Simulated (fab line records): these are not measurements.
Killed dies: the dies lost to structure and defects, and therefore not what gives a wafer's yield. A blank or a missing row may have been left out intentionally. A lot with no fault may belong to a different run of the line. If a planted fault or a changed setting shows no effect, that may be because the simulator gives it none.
Matching of chambers	flow n5_finfet	N5_FIN_CUT_CUT_ETCH_28 on rie_si-02 has 4 sister chambers
The step etches Si in HBr/Cl2/O2, target depth 6 nm, time 2.4 s. 16 wafers are shown with their chamber, then 8 later ones without.

## WAFERS, EACH WITH ITS CHAMBER
wafer	chamber	throttle_valve_pct (%)	oes_product_au (a.u.)
L074.2	2	37.32	0.983
L074.3	1	37.73	0.989
L074.6	3	37.21	1.003
L075.1	0	37.22	1.007
L075.2	2	37.32	0.974
L075.3	3	37.21	1.009
L075.4	1	37.74	1.003
L075.5	3	37.21	1.004
L075.6	0	37.23	1.004
L077.1	3	37.20	1.001
L077.5	0	37.22	0.998
L077.6	3	37.21	1.007
L079.3	1	37.73	0.999
L079.4	0	37.20	1.000
L079.6	2	37.34	0.983
L091.2	3	37.21	1.001

SIGNATURES (means of the wafers above)
reading	chamber 0	chamber 1	chamber 2	chamber 3	scatter within a chamber
throttle_valve_pct	37.2175	37.7333	37.3267	37.2083	0.00862
oes_product_au	1.00225	0.99700	0.98000	1.00417	0.00465
Rule: for a wafer and a chamber, the distance is found by dividing, reading by reading, the gap between the wafer's reading and the chamber's mean by the reading's scatter, squaring, summing and taking the root. If the next closest chamber is less than 2 further off than the closest, the wafer can't be placed; otherwise it belongs to the closest. How the scatter is found: for the shown wafers, subtract from each reading the mean of its chamber, square and add these, divide the total by (wafers less chambers), then take the root.

## WAFERS WITH NO CHAMBER GIVEN
wafer	throttle_valve_pct (%)	oes_product_au (a.u.)
L091.4	37.73	0.996
L091.6	37.20	1.008
L093.1	37.33	0.983
L093.5	37.73	0.998
L093.6	37.21	0.999
L096.1	37.74	0.992
L096.3	37.19	1.010
L096.5	37.72	1.003

## CHAMBER TAKEN BY EACH
wafer	from the rows above	in truth
L091.4	1	1
L091.6	can't be placed: 3 or 0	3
L093.1	2	2
L093.5	1	1
L093.6	can't be placed: 0 or 3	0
L096.1	1	1
L096.3	can't be placed: 3 or 0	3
L096.5	1	1
Correct placement for 5 of the 8. From these rows, 3 cannot be placed; in 3 the true chamber is one of the candidates. Number placed wrongly: 0.
